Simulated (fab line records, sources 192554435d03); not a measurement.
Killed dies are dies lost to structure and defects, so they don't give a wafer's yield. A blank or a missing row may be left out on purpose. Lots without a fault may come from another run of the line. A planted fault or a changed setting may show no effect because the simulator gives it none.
Problem report in the 8D (eight disciplines) form, filled by code | flow n5_finfet | the parts of the form that need people (team, actions taken, sign-off) are left out

1. THE PROBLEM
killed_at_M0_to_M3 at N5_PASSIVATION_PROBE_49 reads a mean of 143 on 6 wafers of 2 lots; wafers without a fault read 34 with a standard deviation of 10. That is +11 standard deviations from the usual mean.
First seen on wafer L108.2, day 14 18:28, on prober-01. The record holds 9 wafers of 3 lots with a number at this step. Rule for "out", or "out of limits": more than 4 standard deviations from the usual mean. The other wafers with a number count as sound.

2. WHAT IT IS AND WHAT IT IS NOT
question                    | is                                                                                                      | is not
which readings at this step | killed_at_M0_to_M3, defect_limited_yield, killed_dies, sort_bin_5_function, sort_n_pass, sort_yield_pct | killed_at_M4_up, killed_at_contacts, killed_at_front_end, killed_open
which lots                  | L108, L109                                                                                              | L121
which wafers of those lots  | all that have a number                                                                                  | -
read on which tools         | prober-01, prober-02                                                                                    | -
when                        | from day 14 18:28                                                                                       | up to then (0 sound wafers); but 3 sound wafers of L121 came after

3. SUSPECTS, AND WHAT RULES EACH OUT
Counting: a tool at a process step up to the reading stays a suspect if it ran every lot that is out and no sound lot after the first of them.
- wet_bench-06 at N5_BEOL_M2_HM_STRIP_39 (strips TiN in peroxide tin strip, target depth 25 nm, time 158 s): kept. It ran every lot that is out, first L108 (day 8 02:07), and no sound lot after that.
- pvd_sputter-01 at N5_BEOL_M2_SPUTTER_48 (material Cu, target thk 4.5 nm, time 8.29 s): ruled out as a lasting fault. Sound lots L121 ran on it after its first lot that is out, L108 (day 8 03:21).
- pvd_sputter-01 at N5_BEOL_M2_SPUTTER_79 (material Cu, target thk 4.5 nm, time 8.29 s): ruled out as a lasting fault. Sound lots L121 ran on it after its first lot that is out, L108 (day 8 03:34).
- pvd_sputter-01 at N5_BEOL_M2_ANNEAL_93 (time 240 s): ruled out as a lasting fault. Sound lots L121 ran on it after its first lot that is out, L108 (day 8 04:45).
Left after counting: wet_bench-06 at N5_BEOL_M2_HM_STRIP_39.

4. THE CAUSE (what the simulator had put in)
Chamber particle source: wet_bench-06, from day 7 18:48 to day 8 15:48, at N5_BEOL_M2_HM_STRIP_39. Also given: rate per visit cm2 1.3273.
Counting left only this tool.

5. THE CHAIN OF EFFECTS, in route order
Each row: a reading whose mean over the struck wafers that have a number lies more than 3 standard deviations from the usual. Only readings for which the record gives a usual standard deviation are gone through. hours: the time from each lot's start at the first step in this table that gives one to its start at this step, as a median over the lots. sigmas: the change in usual standard deviations.
hours | step                    | reading              | usual  | on struck wafers | change | sigmas
0     | N5_PASSIVATION_PROBE_49 | defect_limited_yield | 91.4 % | 82.5             | -8.9   | -7.4
0     | N5_PASSIVATION_PROBE_49 | killed_at_M0_to_M3   | 34     | 143              | +109   | +11
0     | N5_PASSIVATION_PROBE_49 | killed_dies          | 102    | 207              | +105   | +7.0
0     | N5_PASSIVATION_PROBE_49 | killed_on_rim        | 13     | 24               | +11    | +3.0
0     | N5_PASSIVATION_PROBE_49 | sort_bin_5_function  | 5.0 %  | 10.7             | +5.7   | +6.6
0     | N5_PASSIVATION_PROBE_49 | sort_n_pass          | 1078   | 973              | -105   | -7.0
0     | N5_PASSIVATION_PROBE_49 | sort_yield_pct       | 91.4 % | 82.5             | -8.9   | -7.4
The process steps in it:
- N5_PASSIVATION_PROBE_49

6. WHAT WOULD HAVE CAUGHT IT SOONER
In this record the first reading out of limits was taken at day 14 18:28, 168 hours after the fault began at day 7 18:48.
Of the tool readings at N5_BEOL_M2_HM_STRIP_39 for which the record gives a usual standard deviation, none was out on any struck wafer, so an alarm limit of 4 standard deviations on them would not have fired.
All the lots that are out (2) had begun N5_BEOL_M2_HM_STRIP_39 on wet_bench-06 by day 14 18:28. A hold on the tool at that time would have spared none of them.
